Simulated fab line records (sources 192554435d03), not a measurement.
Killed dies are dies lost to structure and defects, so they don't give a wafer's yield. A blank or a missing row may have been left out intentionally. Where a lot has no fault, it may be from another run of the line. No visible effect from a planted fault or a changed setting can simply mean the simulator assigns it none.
Chamber matching | flow n5Finfet | 4 sister chambers for N5_BEOL_M1_STRIP_19 on rieDiel-05
The step strips in O2. 18 wafers are shown with their chamber, then 9 later ones without.

== WAFERS, EACH WITH ITS CHAMBER ==
wafer  | chamber | showerheadPlenumPTorr (Torr) | throttleValvePct (%) | oesProductAu (a.u.)
L074.1 | 1       | 2.01                         | 16.87                | 0.76
L074.2 | 2       | 2.09                         | 16.45                | 0.77
L074.6 | 1       | 2.01                         | 16.88                | 0.76
L080.1 | 0       | 2.20                         | 16.36                | 0.80
L080.2 | 3       | 2.11                         | 16.96                | 0.82
L080.3 | 1       | 2.01                         | 16.91                | 0.75
L080.4 | 2       | 2.09                         | 16.48                | 0.76
L080.5 | 0       | 2.20                         | 16.38                | 0.80
L080.6 | 1       | 2.01                         | 16.90                | 0.75
L081.3 | 2       | 2.09                         | 16.48                | 0.75
L081.4 | 0       | 2.20                         | 16.38                | 0.81
L081.5 | 2       | 2.09                         | 16.47                | 0.76
L084.1 | 2       | 2.08                         | 16.49                | 0.75
L084.2 | 3       | 2.11                         | 16.98                | 0.81
L084.3 | 0       | 2.20                         | 16.39                | 0.79
L084.4 | 1       | 2.01                         | 16.91                | 0.74
L084.5 | 2       | 2.08                         | 16.50                | 0.74
L084.6 | 1       | 2.01                         | 16.90                | 0.74

SIGNATURES (averages over the wafers above)
reading               | chamber 0 | chamber 1 | chamber 2 | chamber 3 | scatter within a chamber
showerheadPlenumPTorr | 2.2000    | 2.0100    | 2.0867    | 2.1100    | 0.00309
throttleValvePct      | 16.3775   | 16.8950   | 16.4783   | 16.9700   | 0.0158
oesProductAu          | 0.8000    | 0.7500    | 0.7550    | 0.8150    | 0.00926
Rule: a wafer's distance from a chamber is the root of the sum, over the readings, of the square of ((its reading less the chamber's mean) divided by the reading's scatter). If the next closest chamber is less than 2 further off than the closest, the wafer can't be placed; otherwise it belongs to the closest. The scatter is the square root of a quotient: the sum, over the shown wafers, of each reading's squared deviation from its chamber's mean, divided by wafers minus chambers.

== WAFERS MISSING THEIR CHAMBER ==
wafer  | showerheadPlenumPTorr (Torr) | throttleValvePct (%) | oesProductAu (a.u.)
L085.1 | 2.08                         | 16.50                | 0.75
L085.3 | 2.01                         | 16.91                | 0.73
L085.6 | 2.08                         | 16.49                | 0.74
L090.1 | 2.01                         | 16.92                | 0.74
L090.2 | 2.20                         | 16.41                | 0.79
L090.3 | 2.11                         | 17.00                | 0.80
L090.4 | 2.08                         | 16.52                | 0.74
L090.5 | 2.08                         | 16.51                | 0.74
L090.6 | 2.00                         | 16.94                | 0.73

== CHAMBER TAKEN BY EACH ==
wafer  | from the rows above | in truth
L085.1 | 2                   | 2
L085.3 | 1                   | 1
L085.6 | 2                   | 2
L090.1 | 1                   | 1
L090.2 | 0                   | 0
L090.3 | 3                   | 3
L090.4 | 2                   | 2
L090.5 | 2                   | 2
L090.6 | 1                   | 1
Correctly placed: 9 of 9. Number that these rows cannot place: 0. Number placed wrongly: 0.
